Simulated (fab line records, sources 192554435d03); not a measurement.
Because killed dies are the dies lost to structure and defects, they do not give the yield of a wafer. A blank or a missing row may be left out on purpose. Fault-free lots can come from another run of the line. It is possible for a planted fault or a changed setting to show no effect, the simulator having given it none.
Split-lot study	flow n5 finfet	21 wafers read from 7 lots, route of 1938 steps

SPLIT DETAILS
At N5_BEOL_M0_SAQP_ETCH_106 (etches SOC in N2/H2, stops on SiNx, target depth 150 nm), the setting target depth a was moved away from the recipe's 1500 angstrom on 8 of the 21 wafers read, by -8.3% to +9.6%. The other wafers ran this setting at the recipe's value.

There is no step in the file separating the split from the reading.

THE READING
SOC_of_BEOL_M0_SAQP_COAT_105.thk nm (the simulator's own value, which no gauge read), in nm, at N5_BEOL_M0_SAQP_ETCH_107 (etches SiNx in CH3F/O2, target depth 30 nm). The file does not state a usual value for it. Average 13.5 nm, standard deviation 1.6 nm, over the 13 wafers here run with the recipe.

wafer	tool, chamber at the split	target depth a as run, angstrom	against the recipe	SOC_of_BEOL_M0_SAQP_COAT_105.thk nm, nm	against lot-mates on the recipe
L074.1	rie diel-02, 0	1582	+5.5%	10.6	-4.5
L074.4	rie diel-02, 3	1500	recipe	15.6	-
L074.5	rie diel-02, 0	1500	recipe	14.6	-
L084.1	rie diel-06, 3	1611	+7.4%	7.6	no lot-mate on the recipe
L084.2	rie diel-06, 2	1611	+7.4%	6	no lot-mate on the recipe
L084.5	rie diel-06, 2	1611	+7.4%	6.6	no lot-mate on the recipe
L086.2	rie diel-02, 3	1500	recipe	15.4	-
L086.5	rie diel-02, 3	1500	recipe	15	-
L086.6	rie diel-02, 2	1500	recipe	13	-
L087.3	rie diel-06, 1	1449	-3.4%	17.2	+3.1
L087.5	rie diel-06, 0	1500	recipe	13.8	-
L087.6	rie diel-06, 3	1500	recipe	14.4	-
L089.2	rie diel-06, 0	1500	recipe	14	-
L089.4	rie diel-06, 2	1500	recipe	11.2	-
L089.6	rie diel-06, 1	1500	recipe	13.8	-
L093.1	rie diel-02, 2	1375	-8.3%	18.6	+6.0
L093.2	rie diel-02, 1	1500	recipe	12.6	-
L093.4	rie diel-02, 0	1375	-8.3%	20.6	+8.0
L094.3	rie diel-04, 2	1644	+9.6%	2.6	-8.3
L094.4	rie diel-04, 0	1500	recipe	12	-
L094.5	rie diel-04, 1	1500	recipe	9.8	-

THE FIT
A straight line over all 21 wafers: SOC_of_BEOL_M0_SAQP_COAT_105.thk nm changes by -0.875 nm for each +1% of target depth a; r = -0.93; the points scatter about the line by 1.6 nm.
The same after taking each lot's own level away (the mean of its wafers on the recipe; 18 wafers): -0.849 nm for each +1%; r = -0.97; scatter 0.91 nm.
That fit puts the effect of the largest move of target depth a on the reading at 8.2 nm.
Across the lots, their own levels run from 10.90 to 15.10 nm, a range of 2.6 times the standard deviation given above.
The two slopes are in agreement: the lot-to-lot level therefore moves the slope only a little.
Check: -8.05 nm against its lot-mates is what the line predicts for one of the wafers moved furthest among these (+9.6%) when that wafer is left out of the fit. Against them it came out at -8.3 nm.

OTHER SPLITS ON THESE WAFERS
Other splits were also applied to these wafers ahead of the reading. Each is held against what the fit with the lots' levels taken away leaves over:
other split on the same wafers	wafers away from the commonest value	r with SOC_of_BEOL_M0_SAQP_COAT_105.thk nm (lot level and that fit taken away)
N5_SDB_COAT_05 spin rpm	7	-0.02
N5_HKMG_FIN_EXPOSE_09 dose mj	8	-0.08
N5_MOL_CONTACT_COAG_ETCH_15 source w	3	-0.12
N5_MOL_CONTACT_COAG_EXPOSE_37 dose mj	7	-0.11
N5_MOL_CONTACT_COAG_DESCUM_45 time s	8	-0.14

THE WHOLE CHAIN: every reading that the file lists as answering this split, in the file's order
step	what it does	reading	change (the file's fit)	r (the file's)
N5_BEOL_M0_SAQP_ETCH_106	etches SOC in N2/H2, stops on SiNx, target depth 150 nm	SOC_of_BEOL_M0_SAQP_COAT_105.thk nm (the simulator's own value, which no gauge read)	-0.832 nm for each +1% of the setting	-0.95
N5_BEOL_M0_SAQP_ETCH_107	etches SiNx in CH3F/O2, target depth 30 nm	SOC_of_BEOL_M0_SAQP_COAT_105.thk nm (the simulator's own value, which no gauge read)	-0.853 nm for each +1% of the setting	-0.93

THE FILE'S OWN FIT
SOC_of_BEOL_M0_SAQP_COAT_105.thk nm changes by -0.853 nm for each +1% of target depth a, r = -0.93.
